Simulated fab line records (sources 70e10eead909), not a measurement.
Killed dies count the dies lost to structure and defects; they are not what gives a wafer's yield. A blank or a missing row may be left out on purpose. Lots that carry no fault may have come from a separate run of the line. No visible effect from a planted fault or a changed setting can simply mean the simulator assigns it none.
fab line records :: flow nandHarc
[record]
  lots = 14
  wafers = 40
  lastDay = 33
route steps=1302 shown A_STAIRCASE@835 END@1302
lots with no fault: from the same line, run without faults
startH: hours from the record's opening day to when the first of the lot's shown wafers began :: waitH: hours elapsed since this lot's preceding step :: " as in the row above :: L1.1+2: a row that stands for several wafers :: - no value, or no start given :: * or withheld: withheld :: < > ~ a bound
route shown NAME@n: NAME is a module with steps in the file, n the number in the route of the first one :: usual: average and standard deviation across the fault-free wafers :: same: alike in all rows :: chamber/n: place in a boat :: sites: the reading at each site :: _std_site: standard deviation of those values :: _edge_site: inner sites' mean taken away from outer sites' mean :: radiusMm: for every site, how far away it sits from the centre of the wafer :: mask NAME#n: copy n :: behind: tool/chamber where the wafer was last shaped :: hold: the reason the lot was held/the length of the hold in hours/how it ended :: device: whichever transistor did not switch (one of n, p or np) :: end of line: tests of these same wafers at the route's end :: for a step that has no rows: nothing shown but its recipe :: killed: dies that structure and defects cost at the first sort, which is not the same as the wafer's yield :: map: the dies of a wafer, with x for killed, . for not killed, _ for no die there
set.NAME: the setting as run; set.NAME@STEP: as run at that earlier step :: model.NAME: the simulator's own value behind a step, which no gauge read
steps of the route over a sample of lots; a table a step, a row a wafer
services: the hour from which a tool's chamber was out of use, counted from the record's first day as startH (under 0 if before that day), plus the number of hours and why
[[steps]]
[step NHARC_A_STAIRCASE_ETCH_315]
[recipe]
  targetDepthA = 25000
  timeS = 607.1
  ionEnergyEv = 800
  c4f8FlowSccm = 80
  o2FlowSccm = 60
  arFlowSccm = withheld
  rfW = 600
  biasW = 3000
  chemistry = C4F8/O2/Ar
[usual]
  biasW = 3000/8.3
  oesProductAu = 0.932/0.009
  rfVppV = 1828/12
[same]
  timeS = 607.1
lot.wafer: L490.3
tool: rieDiel-13
chamber: 3
startH: -
waitH: -
biasW: 2994
oesProductAu: 0.922
rfHoursCounterH: 12
rfVppV: 1831

lot.wafer: L490.6
tool: rieDiel-13
chamber: 1
startH: -
waitH: -
biasW: 2999
oesProductAu: 0.936
rfHoursCounterH: -
rfVppV: 1812

lot.wafer: L490.5
tool: rieDiel-13
chamber: 2
startH: -
waitH: -
biasW: 3009
oesProductAu: 0.943
rfHoursCounterH: -
rfVppV: 1847

lot.wafer: L489.2
tool: rieDiel-11
chamber: 0
startH: -
waitH: -
biasW: 2995
oesProductAu: 0.923
rfHoursCounterH: 47
rfVppV: 1810

lot.wafer: L489.1
tool: rieDiel-11
chamber: 1
startH: -
waitH: -
biasW: 2997
oesProductAu: 0.928
rfHoursCounterH: 47
rfVppV: 1820

lot.wafer: L489.5
tool: rieDiel-11
chamber: 0
startH: -
waitH: -
biasW: 3003
oesProductAu: 0.926
rfHoursCounterH: -
rfVppV: 1812

lot.wafer: L491.2
tool: rieDiel-08
chamber: 2
startH: -
waitH: -
biasW: 2997
oesProductAu: 0.919
rfHoursCounterH: 9
rfVppV: 1829

lot.wafer: L491.3
tool: rieDiel-08
chamber: 3
startH: -
waitH: -
biasW: 3004
oesProductAu: 0.933
rfHoursCounterH: 11
rfVppV: 1844

lot.wafer: L491.1
tool: rieDiel-08
chamber: 0
startH: -
waitH: -
biasW: 2991
oesProductAu: 0.937
rfHoursCounterH: 11
rfVppV: 1846

lot.wafer: L492.2
tool: rieDiel-13
chamber: 0
startH: -
waitH: -
biasW: 3021
oesProductAu: 0.926
rfHoursCounterH: 16
rfVppV: 1824

lot.wafer: L492.3
tool: rieDiel-13
chamber: 2
startH: -
waitH: -
biasW: 2989
oesProductAu: 0.939
rfHoursCounterH: 18
rfVppV: 1846

lot.wafer: L492.6
tool: rieDiel-13
chamber: 1
startH: -
waitH: -
biasW: 2992
oesProductAu: 0.936
rfHoursCounterH: -
rfVppV: 1812

lot.wafer: L493.4
tool: rieDiel-08
chamber: 0
startH: -
waitH: -
biasW: 3001
oesProductAu: 0.934
rfHoursCounterH: 20
rfVppV: 1845

lot.wafer: L493.2
tool: rieDiel-08
chamber: 1
startH: -
waitH: -
biasW: 3007
oesProductAu: 0.925
rfHoursCounterH: 19
rfVppV: 1821

lot.wafer: L493.5
tool: rieDiel-08
chamber: 3
startH: -
waitH: -
biasW: 3002
oesProductAu: 0.928
rfHoursCounterH: -
rfVppV: 1842

lot.wafer: L494.3
tool: rieDiel-13
chamber: 0
startH: -
waitH: -
biasW: 3002
oesProductAu: 0.915
rfHoursCounterH: 25
rfVppV: 1824

lot.wafer: L494.4
tool: rieDiel-13
chamber: 3
startH: -
waitH: -
biasW: 3000
oesProductAu: 0.929
rfHoursCounterH: 24
rfVppV: 1830

lot.wafer: L494.5
tool: rieDiel-13
chamber: 1
startH: -
waitH: -
biasW: 3004
oesProductAu: 0.926
rfHoursCounterH: -
rfVppV: 1811

lot.wafer: L497.1
tool: rieDiel-08
chamber: 3
startH: -
waitH: -
biasW: 3007
oesProductAu: 0.923
rfHoursCounterH: 28
rfVppV: 1842

lot.wafer: L497.6
tool: rieDiel-08
chamber: 0
startH: -
waitH: -
biasW: 2995
oesProductAu: 0.934
rfHoursCounterH: -
rfVppV: 1846

lot.wafer: L497.5
tool: rieDiel-08
chamber: 1
startH: -
waitH: -
biasW: 3003
oesProductAu: 0.928
rfHoursCounterH: -
rfVppV: 1821

lot.wafer: L495.3
tool: rieDiel-11
chamber: 3
startH: -
waitH: -
biasW: 2994
oesProductAu: 0.940
rfHoursCounterH: 5
rfVppV: 1829

lot.wafer: L495.6
tool: rieDiel-11
chamber: 3
startH: -
waitH: -
biasW: 3014
oesProductAu: 0.940
rfHoursCounterH: -
rfVppV: 1830

lot.wafer: L495.5
tool: rieDiel-11
chamber: 0
startH: -
waitH: -
biasW: 3003
oesProductAu: 0.949
rfHoursCounterH: -
rfVppV: 1809

lot.wafer: L500.1
tool: rieDiel-13
chamber: 1
startH: -
waitH: -
biasW: 3010
oesProductAu: 0.937
rfHoursCounterH: 42
rfVppV: 1811

lot.wafer: L500.3
tool: rieDiel-13
chamber: 0
startH: -
waitH: -
biasW: 3000
oesProductAu: 0.927
rfHoursCounterH: 36
rfVppV: 1825

lot.wafer: L500.5
tool: rieDiel-13
chamber: 2
startH: -
waitH: -
biasW: 2999
oesProductAu: 0.937
rfHoursCounterH: -
rfVppV: 1846

lot.wafer: L499.3
tool: rieDiel-13
chamber: 3
startH: -
waitH: -
biasW: 3010
oesProductAu: 0.925
rfHoursCounterH: 39
rfVppV: 1828

lot.wafer: L499.1
tool: rieDiel-13
chamber: 1
startH: -
waitH: -
biasW: 2996
oesProductAu: 0.925
rfHoursCounterH: 43
rfVppV: 1810

lot.wafer: L499.6
tool: rieDiel-13
chamber: 0
startH: -
waitH: -
biasW: 2981
oesProductAu: 0.930
rfHoursCounterH: -
rfVppV: 1825

lot.wafer: L501.1
tool: rieDiel-13
chamber: 1
startH: -
waitH: -
biasW: 3001
oesProductAu: 0.933
rfHoursCounterH: 50
rfVppV: 1810

lot.wafer: L501.4
tool: rieDiel-13
chamber: 3
startH: -
waitH: -
biasW: 2980
oesProductAu: 0.928
rfHoursCounterH: 45
rfVppV: 1831

lot.wafer: L501.5
tool: rieDiel-13
chamber: 2
startH: -
waitH: -
biasW: 3004
oesProductAu: 0.942
rfHoursCounterH: -
rfVppV: 1846

lot.wafer: L502.2
tool: rieDiel-08
chamber: 3
startH: -
waitH: -
biasW: 3001
oesProductAu: 0.917
rfHoursCounterH: 59
rfVppV: 1842

lot.wafer: L506.1
tool: rieDiel-08
chamber: 0
startH: -
waitH: -
biasW: 3003
oesProductAu: 0.935
rfHoursCounterH: 61
rfVppV: 1844

lot.wafer: L506.6
tool: rieDiel-08
chamber: 3
startH: -
waitH: -
biasW: 3002
oesProductAu: 0.920
rfHoursCounterH: -
rfVppV: 1841

lot.wafer: L506.5
tool: rieDiel-08
chamber: 0
startH: -
waitH: -
biasW: 2992
oesProductAu: 0.930
rfHoursCounterH: -
rfVppV: 1843

lot.wafer: L512.1
tool: rieDiel-13
chamber: 0
startH: -
waitH: -
biasW: 2997
oesProductAu: 0.923
rfHoursCounterH: 29
rfVppV: 1822

lot.wafer: L512.2
tool: rieDiel-13
chamber: 3
startH: -
waitH: -
biasW: 2999
oesProductAu: 0.926
rfHoursCounterH: 26
rfVppV: 1828

lot.wafer: L512.5
tool: rieDiel-13
chamber: 0
startH: -
waitH: -
biasW: 2986
oesProductAu: 0.928
rfHoursCounterH: -
rfVppV: 1824
[step NHARC_A_STAIRCASE_ALD_415]
[recipe]
  targetThkA = 300
  pulseTimeS = 6
  aldCycles = 300
  tempC = 300
  material = SiO2
[usual]
  heaterPowerW = 469/62
  precursorPulseHeightRel = 1.000/0.02
lot.wafer: L490.3
tool: aldHk-04
chamber: 1
startH: 401.66
waitH: 0.5
heaterPowerW: 406
precursorPulseHeightRel: 1.031

lot.wafer: L490.6
tool: aldHk-04
chamber: 3
startH: 401.66
waitH: 0.5
heaterPowerW: 404
precursorPulseHeightRel: 1.004

lot.wafer: L490.5
tool: aldHk-04
chamber: 0
startH: 401.66
waitH: 0.5
heaterPowerW: 592
precursorPulseHeightRel: 1.016

lot.wafer: L489.2
tool: aldHk-04
chamber: 2
startH: 402.92
waitH: 0.3
heaterPowerW: 550
precursorPulseHeightRel: 0.983

lot.wafer: L489.1
tool: aldHk-04
chamber: 3
startH: 402.92
waitH: 0.3
heaterPowerW: 427
precursorPulseHeightRel: 1.026

lot.wafer: L489.5
tool: aldHk-04
chamber: 2
startH: 402.92
waitH: 0.3
heaterPowerW: 547
precursorPulseHeightRel: 0.985

lot.wafer: L491.3
tool: aldHk-01
chamber: 3
startH: 403.74
waitH: 0.1
heaterPowerW: 467
precursorPulseHeightRel: 1.010

lot.wafer: L491.2
tool: aldHk-01
chamber: 1
startH: 403.74
waitH: 0.1
heaterPowerW: 429
precursorPulseHeightRel: 1.020

lot.wafer: L491.1
tool: aldHk-01
chamber: 2
startH: 403.74
waitH: 0.1
heaterPowerW: 562
precursorPulseHeightRel: 1.029

lot.wafer: L492.2
tool: aldHk-03
chamber: 2
startH: 415.59
waitH: 0.3
heaterPowerW: 549
precursorPulseHeightRel: 1.003

lot.wafer: L492.3
tool: aldHk-03
chamber: 0
startH: 415.59
waitH: 0.3
heaterPowerW: 446
precursorPulseHeightRel: 0.969

lot.wafer: L492.6
tool: aldHk-03
chamber: 1
startH: 415.59
waitH: 0.3
heaterPowerW: 485
precursorPulseHeightRel: 1.006

lot.wafer: L493.4
tool: aldHk-01
chamber: 3
startH: 435.24
waitH: 0.5
heaterPowerW: 473
precursorPulseHeightRel: 0.995

lot.wafer: L493.2
tool: aldHk-01
chamber: 0
startH: 435.24
waitH: 0.5
heaterPowerW: 411
precursorPulseHeightRel: 0.983

lot.wafer: L493.5
tool: aldHk-01
chamber: 2
startH: 435.24
waitH: 0.5
heaterPowerW: 545
precursorPulseHeightRel: 0.959

lot.wafer: L494.3
tool: aldHk-01
chamber: 0
startH: 444.78
waitH: 0.1
heaterPowerW: 409
precursorPulseHeightRel: 1.006

lot.wafer: L494.4
tool: aldHk-01
chamber: 3
startH: 444.78
waitH: 0.1
heaterPowerW: 457
precursorPulseHeightRel: 1.007

lot.wafer: L494.5
tool: aldHk-01
chamber: 1
startH: 444.78
waitH: 0.1
heaterPowerW: 422
precursorPulseHeightRel: 0.984

lot.wafer: L497.1
tool: aldHk-03
chamber: 1
startH: 458.10
waitH: 0.5
heaterPowerW: 494
precursorPulseHeightRel: 1.016

lot.wafer: L497.5
tool: aldHk-03
chamber: 3
startH: 458.10
waitH: 0.5
heaterPowerW: 391
precursorPulseHeightRel: 1.004

lot.wafer: L497.6
tool: aldHk-03
chamber: 0
startH: 458.10
waitH: 0.5
heaterPowerW: 451
precursorPulseHeightRel: 1.009

lot.wafer: L495.3
tool: aldHk-01
chamber: 2
startH: 458.91
waitH: 0.5
heaterPowerW: 562
precursorPulseHeightRel: 1.051

lot.wafer: L495.5
tool: aldHk-01
chamber: 0
startH: 458.91
waitH: 0.5
heaterPowerW: 415
precursorPulseHeightRel: 0.973

lot.wafer: L495.6
tool: aldHk-01
chamber: 1
startH: 458.91
waitH: 0.5
heaterPowerW: 442
precursorPulseHeightRel: 1.001

lot.wafer: L500.1
tool: aldHk-04
chamber: 2
startH: 492.50
waitH: 0.3
heaterPowerW: 548
precursorPulseHeightRel: 1.011

lot.wafer: L500.3
tool: aldHk-04
chamber: 3
startH: 492.50
waitH: 0.3
heaterPowerW: 416
precursorPulseHeightRel: 0.986

lot.wafer: L500.5
tool: aldHk-04
chamber: 2
startH: 492.50
waitH: 0.3
heaterPowerW: 560
precursorPulseHeightRel: 1.030

lot.wafer: L499.3
tool: aldHk-04
chamber: 3
startH: 496.74
waitH: 0.5
heaterPowerW: 411
precursorPulseHeightRel: 1.004

lot.wafer: L499.1
tool: aldHk-04
chamber: 0
startH: 496.74
waitH: 0.5
heaterPowerW: 556
precursorPulseHeightRel: 1.016

lot.wafer: L499.6
tool: aldHk-04
chamber: 1
startH: 496.74
waitH: 0.5
heaterPowerW: 396
precursorPulseHeightRel: 0.988

lot.wafer: L501.1
tool: aldHk-03
chamber: 2
startH: 516.81
waitH: 0.1
heaterPowerW: 543
precursorPulseHeightRel: 0.988

lot.wafer: L501.4
tool: aldHk-03
chamber: 0
startH: 516.81
waitH: 0.1
heaterPowerW: 449
precursorPulseHeightRel: 0.974

lot.wafer: L501.5
tool: aldHk-03
chamber: 3
startH: 516.81
waitH: 0.1
heaterPowerW: 398
precursorPulseHeightRel: 0.979

lot.wafer: L502.2
tool: aldHk-01
chamber: 2
startH: 533.38
waitH: 0.1
heaterPowerW: 536
precursorPulseHeightRel: 0.989

lot.wafer: L506.1
tool: aldHk-01
chamber: 1
startH: 540.44
waitH: 1.0
heaterPowerW: 434
precursorPulseHeightRel: 1.013

lot.wafer: L506.5
tool: aldHk-01
chamber: 3
startH: 540.44
waitH: 1.0
heaterPowerW: 446
precursorPulseHeightRel: 1.005

lot.wafer: L506.6
tool: aldHk-01
chamber: 0
startH: 540.44
waitH: 1.0
heaterPowerW: 423
precursorPulseHeightRel: 1.029

lot.wafer: L512.2
tool: aldHk-03
chamber: 3
startH: 617.84
waitH: 0.1
heaterPowerW: 380
precursorPulseHeightRel: 1.004

lot.wafer: L512.1
tool: aldHk-03
chamber: 0
startH: 617.84
waitH: 0.1
heaterPowerW: 464
precursorPulseHeightRel: 1.005

lot.wafer: L512.5
tool: aldHk-03
chamber: 3
startH: 617.84
waitH: 0.1
heaterPowerW: 383
precursorPulseHeightRel: 1.035
[step NHARC_A_STAIRCASE_ALD_420]
[recipe]
  targetThkA = 200
  pulseTimeS = 6
  aldCycles = 200
  tempC = 300
  material = SiO2
[usual]
  heaterPowerW = 475/60
  precursorPulseHeightRel = 1.002/0.017
lot.wafer: L489.1
tool: aldHk-01
chamber: 3
startH: 406.55
waitH: -
heaterPowerW: 467
precursorPulseHeightRel: 0.992

lot.wafer: L489.2
tool: aldHk-01
chamber: 1
startH: 406.55
waitH: -
heaterPowerW: 423
precursorPulseHeightRel: 1.005

lot.wafer: L489.5
tool: aldHk-01
chamber: 0
startH: 406.55
waitH: -
heaterPowerW: 418
precursorPulseHeightRel: 1.010

lot.wafer: L490.3
tool: aldHk-04
chamber: 3
startH: 406.98
waitH: -
heaterPowerW: 409
precursorPulseHeightRel: 0.991

lot.wafer: L490.5
tool: aldHk-04
chamber: 0
startH: 406.98
waitH: -
heaterPowerW: 576
precursorPulseHeightRel: 0.989

lot.wafer: L490.6
tool: aldHk-04
chamber: 1
startH: 406.98
waitH: -
heaterPowerW: 410
precursorPulseHeightRel: 0.992

lot.wafer: L491.1
tool: aldHk-04
chamber: 0
startH: 408.75
waitH: -
heaterPowerW: 585
precursorPulseHeightRel: 1.021

lot.wafer: L491.3
tool: aldHk-04
chamber: 1
startH: 408.75
waitH: -
heaterPowerW: 416
precursorPulseHeightRel: 1.016

lot.wafer: L491.2
tool: aldHk-04
chamber: 2
startH: 408.75
waitH: -
heaterPowerW: 557
precursorPulseHeightRel: 0.983

lot.wafer: L492.3
tool: aldHk-01
chamber: 1
startH: 420.34
waitH: -
heaterPowerW: 417
precursorPulseHeightRel: 0.977

lot.wafer: L492.2
tool: aldHk-01
chamber: 3
startH: 420.34
waitH: -
heaterPowerW: 474
precursorPulseHeightRel: 1.009

lot.wafer: L492.6
tool: aldHk-01
chamber: 1
startH: 420.34
waitH: -
heaterPowerW: 423
precursorPulseHeightRel: 0.978

lot.wafer: L493.2
tool: aldHk-03
chamber: 1
startH: 440.04
waitH: -
heaterPowerW: 495
precursorPulseHeightRel: 0.966

lot.wafer: L493.4
tool: aldHk-03
chamber: 2
startH: 440.04
waitH: -
heaterPowerW: 541
precursorPulseHeightRel: 0.999

lot.wafer: L493.5
tool: aldHk-03
chamber: 0
startH: 440.04
waitH: -
heaterPowerW: 450
precursorPulseHeightRel: 1.032

lot.wafer: L494.3
tool: aldHk-01
chamber: 3
startH: 450.05
waitH: -
heaterPowerW: 465
precursorPulseHeightRel: 1.012

lot.wafer: L494.4
tool: aldHk-01
chamber: 1
startH: 450.05
waitH: -
heaterPowerW: 442
precursorPulseHeightRel: 1.000

lot.wafer: L494.5
tool: aldHk-01
chamber: 2
startH: 450.05
waitH: -
heaterPowerW: 560
precursorPulseHeightRel: 1.007

lot.wafer: L495.3
tool: aldHk-04
chamber: 0
startH: 462.96
waitH: -
heaterPowerW: 545
precursorPulseHeightRel: 1.018

lot.wafer: L495.5
tool: aldHk-04
chamber: 2
startH: 462.96
waitH: -
heaterPowerW: 531
precursorPulseHeightRel: 1.025

lot.wafer: L495.6
tool: aldHk-04
chamber: 3
startH: 462.96
waitH: -
heaterPowerW: 415
precursorPulseHeightRel: 1.024

lot.wafer: L497.1
tool: aldHk-03
chamber: 3
startH: 463.12
waitH: -
heaterPowerW: 388
precursorPulseHeightRel: 0.952

lot.wafer: L497.6
tool: aldHk-03
chamber: 0
startH: 463.12
waitH: -
heaterPowerW: 445
precursorPulseHeightRel: 0.995

lot.wafer: L497.5
tool: aldHk-03
chamber: 1
startH: 463.12
waitH: -
heaterPowerW: 491
precursorPulseHeightRel: 1.002

lot.wafer: L500.3
tool: aldHk-01
chamber: 0
startH: 497.27
waitH: -
heaterPowerW: 424
precursorPulseHeightRel: 1.030

lot.wafer: L500.1
tool: aldHk-01
chamber: 1
startH: 497.27
waitH: -
heaterPowerW: 430
precursorPulseHeightRel: 1.028

lot.wafer: L500.5
tool: aldHk-01
chamber: 0
startH: 497.27
waitH: -
heaterPowerW: 434
precursorPulseHeightRel: 0.997

lot.wafer: L499.3
tool: aldHk-01
chamber: 3
startH: 501.61
waitH: -
heaterPowerW: 443
precursorPulseHeightRel: 0.972

lot.wafer: L499.1
tool: aldHk-01
chamber: 0
startH: 501.61
waitH: -
heaterPowerW: 433
precursorPulseHeightRel: 1.030

lot.wafer: L499.6
tool: aldHk-01
chamber: 2
startH: 501.61
waitH: -
heaterPowerW: 554
precursorPulseHeightRel: 1.020

lot.wafer: L501.4
tool: aldHk-04
chamber: 1
startH: 522.16
waitH: -
heaterPowerW: 405
precursorPulseHeightRel: 1.005

lot.wafer: L501.1
tool: aldHk-04
chamber: 2
startH: 522.16
waitH: -
heaterPowerW: 566
precursorPulseHeightRel: 1.004

lot.wafer: L501.5
tool: aldHk-04
chamber: 3
startH: 522.16
waitH: -
heaterPowerW: 402
precursorPulseHeightRel: 0.985

lot.wafer: L502.2
tool: aldHk-01
chamber: 1
startH: 543.24
waitH: -
heaterPowerW: 420
precursorPulseHeightRel: 1.021

lot.wafer: L506.1
tool: aldHk-01
chamber: 2
startH: 545.90
waitH: -
heaterPowerW: 541
precursorPulseHeightRel: 0.999

lot.wafer: L506.6
tool: aldHk-01
chamber: 2
startH: 547.16
waitH: -
heaterPowerW: 553
precursorPulseHeightRel: 1.009

lot.wafer: L506.5
tool: aldHk-01
chamber: 3
startH: 547.16
waitH: -
heaterPowerW: 453
precursorPulseHeightRel: 1.024

lot.wafer: L512.2
tool: aldHk-01
chamber: 1
startH: 622.80
waitH: -
heaterPowerW: 435
precursorPulseHeightRel: 1.004

lot.wafer: L512.1
tool: aldHk-01
chamber: 2
startH: 622.80
waitH: -
heaterPowerW: 533
precursorPulseHeightRel: 0.999

lot.wafer: L512.5
tool: aldHk-01
chamber: 2
startH: 622.80
waitH: -
heaterPowerW: 544
precursorPulseHeightRel: 0.996
[step NHARC_A_STAIRCASE_DEP_325]
[recipe]
  targetThkA = 72000
  tempC = 400
  targetThkNm = 7200
  teosFlowSccm = 200
  rfW = 500
  material = SiO2
[usual]
  heaterPowerW = 618/74
  mfcPrecursorSccm = 200.0/0.65
lot.wafer: L491.3
tool: pecvd-02
chamber: 1
startH: 430.76
waitH: 0.1
heaterPowerW: 769
mfcPrecursorSccm: 199.8

lot.wafer: L491.1
tool: pecvd-02
chamber: 2
startH: 430.76
waitH: 0.1
heaterPowerW: 726
mfcPrecursorSccm: 199.4

lot.wafer: L491.2
tool: pecvd-02
chamber: 0
startH: 430.76
waitH: 0.1
heaterPowerW: 550
mfcPrecursorSccm: 199.6

lot.wafer: L489.1
tool: pecvd-01
chamber: 1
startH: 430.85
waitH: 0.2
heaterPowerW: 760
mfcPrecursorSccm: 199.6

lot.wafer: L489.2
tool: pecvd-01
chamber: 2
startH: 430.85
waitH: 0.2
heaterPowerW: 652
mfcPrecursorSccm: 200.1

lot.wafer: L489.5
tool: pecvd-01
chamber: 2
startH: 430.85
waitH: 0.2
heaterPowerW: 533
mfcPrecursorSccm: 200.8

lot.wafer: L490.3
tool: pecvd-03
chamber: 1
startH: 430.85
waitH: 0.2
heaterPowerW: 653
mfcPrecursorSccm: 200.3

lot.wafer: L490.6
tool: pecvd-03
chamber: 0
startH: 430.85
waitH: 0.2
heaterPowerW: 516
mfcPrecursorSccm: 200.1

lot.wafer: L490.5
tool: pecvd-03
chamber: 1
startH: 430.85
waitH: 0.2
heaterPowerW: 552
mfcPrecursorSccm: 200.3

lot.wafer: L492.2
tool: pecvd-02
chamber: 0
startH: 444.57
waitH: 0.2
heaterPowerW: 573
mfcPrecursorSccm: 200.6

lot.wafer: L492.3
tool: pecvd-02
chamber: 2
startH: 444.57
waitH: 0.2
heaterPowerW: 697
mfcPrecursorSccm: 200.8

lot.wafer: L492.6
tool: pecvd-02
chamber: 1
startH: 444.57
waitH: 0.2
heaterPowerW: 643
mfcPrecursorSccm: 200.2

lot.wafer: L493.2
tool: pecvd-02
chamber: 1
startH: 463.44
waitH: 0.1
heaterPowerW: 724
mfcPrecursorSccm: 200.9

lot.wafer: L493.5
tool: pecvd-02
chamber: 1
startH: 463.44
waitH: 0.1
heaterPowerW: 663
mfcPrecursorSccm: 201.1

lot.wafer: L493.4
tool: pecvd-02
chamber: 2
startH: 463.44
waitH: 0.1
heaterPowerW: 595
mfcPrecursorSccm: 200.7

lot.wafer: L494.3
tool: pecvd-02
chamber: 1
startH: 476.71
waitH: 0.1
heaterPowerW: 783
mfcPrecursorSccm: 200.0

lot.wafer: L494.5
tool: pecvd-02
chamber: 2
startH: 476.71
waitH: 0.1
heaterPowerW: 593
mfcPrecursorSccm: 199.4

lot.wafer: L494.4
tool: pecvd-02
chamber: 0
startH: 476.71
waitH: 0.1
heaterPowerW: 515
mfcPrecursorSccm: 199.2

lot.wafer: L495.3
tool: pecvd-03
chamber: 0
startH: 489.46
waitH: 0.1
heaterPowerW: 654
mfcPrecursorSccm: 200.0

lot.wafer: L495.5
tool: pecvd-03
chamber: 0
startH: 489.46
waitH: 0.1
heaterPowerW: 514
mfcPrecursorSccm: 199.6

lot.wafer: L495.6
tool: pecvd-03
chamber: 1
startH: 489.46
waitH: 0.1
heaterPowerW: 551
mfcPrecursorSccm: 200.1

lot.wafer: L497.1
tool: pecvd-01
chamber: 1
startH: 489.59
waitH: 0.2
heaterPowerW: 766
mfcPrecursorSccm: 199.7

lot.wafer: L497.6
tool: pecvd-01
chamber: 1
startH: 489.59
waitH: 0.2
heaterPowerW: 651
mfcPrecursorSccm: 199.7

lot.wafer: L497.5
tool: pecvd-01
chamber: 0
startH: 489.59
waitH: 0.2
heaterPowerW: 652
mfcPrecursorSccm: 200.2

lot.wafer: L500.3
tool: pecvd-03
chamber: 1
startH: 520.18
waitH: 0.6
heaterPowerW: 594
mfcPrecursorSccm: 198.6

lot.wafer: L500.1
tool: pecvd-03
chamber: 0
startH: 520.18
waitH: 0.6
heaterPowerW: 643
mfcPrecursorSccm: 199.9

lot.wafer: L500.5
tool: pecvd-03
chamber: 1
startH: 520.18
waitH: 0.6
heaterPowerW: 550
mfcPrecursorSccm: 200.0

lot.wafer: L499.1
tool: pecvd-03
chamber: 2
startH: 528.90
waitH: 0.1
heaterPowerW: 657
mfcPrecursorSccm: 199.4

lot.wafer: L499.3
tool: pecvd-03
chamber: 1
startH: 528.90
waitH: 0.1
heaterPowerW: 635
mfcPrecursorSccm: 200.9

lot.wafer: L499.6
tool: pecvd-03
chamber: 1
startH: 528.90
waitH: 0.1
heaterPowerW: 547
mfcPrecursorSccm: 202.6

lot.wafer: L501.1
tool: pecvd-02
chamber: 2
startH: 546.35
waitH: 0.2
heaterPowerW: 693
mfcPrecursorSccm: 200.7

lot.wafer: L501.5
tool: pecvd-02
chamber: 2
startH: 546.35
waitH: 0.2
heaterPowerW: 602
mfcPrecursorSccm: 200.3

lot.wafer: L501.4
tool: pecvd-02
chamber: 0
startH: 546.35
waitH: 0.2
heaterPowerW: 515
mfcPrecursorSccm: 200.0

lot.wafer: L502.2
tool: pecvd-02
chamber: 1
startH: 570.53
waitH: 0.2
heaterPowerW: 763
mfcPrecursorSccm: 283.0

lot.wafer: L506.1
tool: pecvd-02
chamber: 2
startH: 571.00
waitH: 0.6
heaterPowerW: 621
mfcPrecursorSccm: 199.1

lot.wafer: L506.6
tool: pecvd-02
chamber: 2
startH: 571.00
waitH: 0.6
heaterPowerW: 595
mfcPrecursorSccm: 198.9

lot.wafer: L506.5
tool: pecvd-02
chamber: 1
startH: 571.00
waitH: 0.6
heaterPowerW: 658
mfcPrecursorSccm: 282.8

lot.wafer: L512.2
tool: pecvd-01
chamber: 0
startH: 647.74
waitH: 0.2
heaterPowerW: 698
mfcPrecursorSccm: 200.3

lot.wafer: L512.1
tool: pecvd-01
chamber: 1
startH: 647.74
waitH: 0.2
heaterPowerW: 708
mfcPrecursorSccm: 199.8

lot.wafer: L512.5
tool: pecvd-01
chamber: 2
startH: 647.74
waitH: 0.2
heaterPowerW: 532
mfcPrecursorSccm: 198.9
[step NHARC_END_SORT_01]
[recipe]
  tempC = 25
[usual]
  killedAtArray = 55/17
  killedAtOther = 1.1/1.6
  killedAtPeriphery = 3.8/2.5
  killedDies = 60/18
  killedOpen = 3.3/1.9
  killedShort = 2.5/1.7
[same]
  grossDies = 677
lot.wafer: L502.2
tool: prober-02
chamber: 0
startH: 734.31
waitH: 2.8
killedAtArray: 65
killedAtOther: 0
killedAtPeriphery: 6
killedDies: 71
killedOpen: 1
killedShort: 5
// killed by level:class
L502.2 A_CHANNEL_HOLE_D1:chamberFilmFlake=32 A_CHANNEL_HOLE_D2:chamberFilmFlake=12 A_CONTACT:chamberFilmFlake=8 A_SLIT:chamberFilmFlake=5 P_STI:chamberFilmFlake=3 A_DECK1_JOINT:chamberFilmFlake=3 P_M0:geometricParticle:open=1 A_DECK1_JOINT:geometricParticle:short=1
[[services]]
tool: rieDiel-08
chamber: 1
startH: 385.33
hours: 6.2
kind: repair

tool: aldHk-03
chamber: -
startH: 400.52
hours: 10.0
kind: pm

tool: pecvd-03
chamber: -
startH: 402.64
hours: 0.9
kind: repair

tool: pecvd-02
chamber: -
startH: 408.03
hours: 13.0
kind: pm

tool: pecvd-02
chamber: -
startH: 435.28
hours: 1.9
kind: repair

tool: aldHk-04
chamber: -
startH: 437.66
hours: 10.0
kind: pm

tool: pecvd-03
chamber: 2
startH: 440.93
hours: 10.4
kind: repair

tool: rieDiel-08
chamber: 0
startH: 462.37
hours: 9.5
kind: repair

tool: rieDiel-13
chamber: 0
startH: 471.12
hours: 7.6
kind: repair

tool: aldHk-01
chamber: -
startH: 474.00
hours: 10.0
kind: pm

tool: pecvd-02
chamber: 0
startH: 511.88
hours: 20.5
kind: repair

tool: rieDiel-13
chamber: -
startH: 519.35
hours: 9.0
kind: pm

tool: rieDiel-08
chamber: -
startH: 544.93
hours: 9.0
kind: pm

tool: pecvd-03
chamber: -
startH: 547.31
hours: 13.0
kind: pm

tool: rieDiel-08
chamber: 1
startH: 558.67
hours: 8.7
kind: repair

tool: rieDiel-13
chamber: 3
startH: 570.33
hours: 8.1
kind: repair

tool: aldHk-03
chamber: -
startH: 578.52
hours: 10.0
kind: pm

tool: rieDiel-08
chamber: -
startH: 586.61
hours: 0.7
kind: repair

tool: pecvd-02
chamber: -
startH: 589.03
hours: 13.0
kind: pm

tool: pecvd-02
chamber: -
startH: 606.00
hours: 1.2
kind: repair

tool: aldHk-04
chamber: -
startH: 615.66
hours: 10.0
kind: pm

tool: rieDiel-13
chamber: 0
startH: 617.81
hours: 2.9
kind: repair

tool: aldHk-03
chamber: -
startH: 642.35
hours: 2.2
kind: repair

tool: aldHk-03
chamber: -
startH: 644.64
hours: 0.9
kind: repair
[[key]]
[firstSign]
  step = NHARC_A_STAIRCASE_DEP_325
  reading = mfcPrecursorSccm
  direction = up
  sigmas = 99+
  usual = 200.0
  struck = 282.9
effect none on later readings
metAt NHARC_A_STAIRCASE_DEP_325
struckLots L502,L506
struckWafers L502.2,L506.5
testerLeftOut L502,L506
notActingAt NHARC_A_STAIRCASE_ETCH_315,NHARC_A_STAIRCASE_ALD_415,NHARC_A_STAIRCASE_ALD_420
onsetBetween 476.71 570.53
[fault]
  kind = processParameterDrift
  tool = pecvd-02
  chamber = 1
  onsetH = 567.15
  steps = NHARC_A_STAIRCASE_DEP_325
  channel = teosFlowSccm
  offset = *
  shape = step
  endH = 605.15
  actsIn = *
  stated = *
// testerLeftOut: of these lots the tester's yield and bins aren't shown, on N5 and GAA mostly nor the transistor test; their killed dies are dies lost to structure and defects alone, not to doping, threshold or leakage, so they don't give the yield
